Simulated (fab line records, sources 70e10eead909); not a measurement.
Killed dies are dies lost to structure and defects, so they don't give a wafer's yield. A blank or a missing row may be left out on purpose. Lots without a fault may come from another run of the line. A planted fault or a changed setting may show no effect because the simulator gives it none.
Chamber matching | flow nand_harc | NHARC_A_CONTACT_ETCH_75 on rie_diel-11: 4 sister chambers
The step etches the open film in CF4, target depth 39 nm, time 65 s. 8 wafers are shown with their chamber, then 9 later ones without.

WAFERS WITH THEIR CHAMBER
wafer  | chamber | showerhead_plenum_p_Torr (Torr) | drypump_motor_current_A (A)
L079.1 | 1       | 1.66                            | 6.1
L079.3 | 3       | 1.84                            | 5.0
L079.5 | 1       | 1.66                            | 6.1
L081.3 | 2       | 1.67                            | 5.8
L081.5 | 0       | 1.86                            | 5.4
L089.2 | 0       | 1.86                            | 5.4
L089.4 | 2       | 1.67                            | 5.8
L089.5 | 3       | 1.83                            | 5.1

WAFERS WITHOUT THEIR CHAMBER
wafer  | showerhead_plenum_p_Torr (Torr) | drypump_motor_current_A (A)
L090.1 | 1.67                            | 5.7
L090.5 | 1.86                            | 5.4
L090.6 | 1.83                            | 5.1
L096.1 | 1.67                            | 5.8
L096.4 | 1.65                            | 6.1
L096.5 | 1.83                            | 5.0
L097.1 | 1.65                            | 6.0
L097.2 | 1.67                            | 5.8
L097.3 | 1.83                            | 5.0

WHICH CHAMBER EACH WENT THROUGH
wafer  | from the rows above | in truth
L090.1 | 2                   | 2
L090.5 | 0                   | 0
L090.6 | 3                   | 3
L096.1 | 2                   | 2
L096.4 | 1                   | 1
L096.5 | 3                   | 3
L097.1 | 1                   | 1
L097.2 | 2                   | 2
L097.3 | 3                   | 3
Placed correctly: 9 of 9. Can't be placed from these rows: 0. Placed wrongly: 0.
How it was worked out, from the rows above alone: a wafer's distance from a chamber is the root of the sum, over the readings, of the square of ((its reading less the chamber's mean) divided by the reading's scatter). The wafer belongs to the nearest chamber; if the next one is less than 2 further off, it can't be placed. A chamber's mean is the mean of its shown wafers. The scatter: the root of (the sum of the squares of (reading less its chamber's mean) over the shown wafers, divided by (wafers less chambers)).
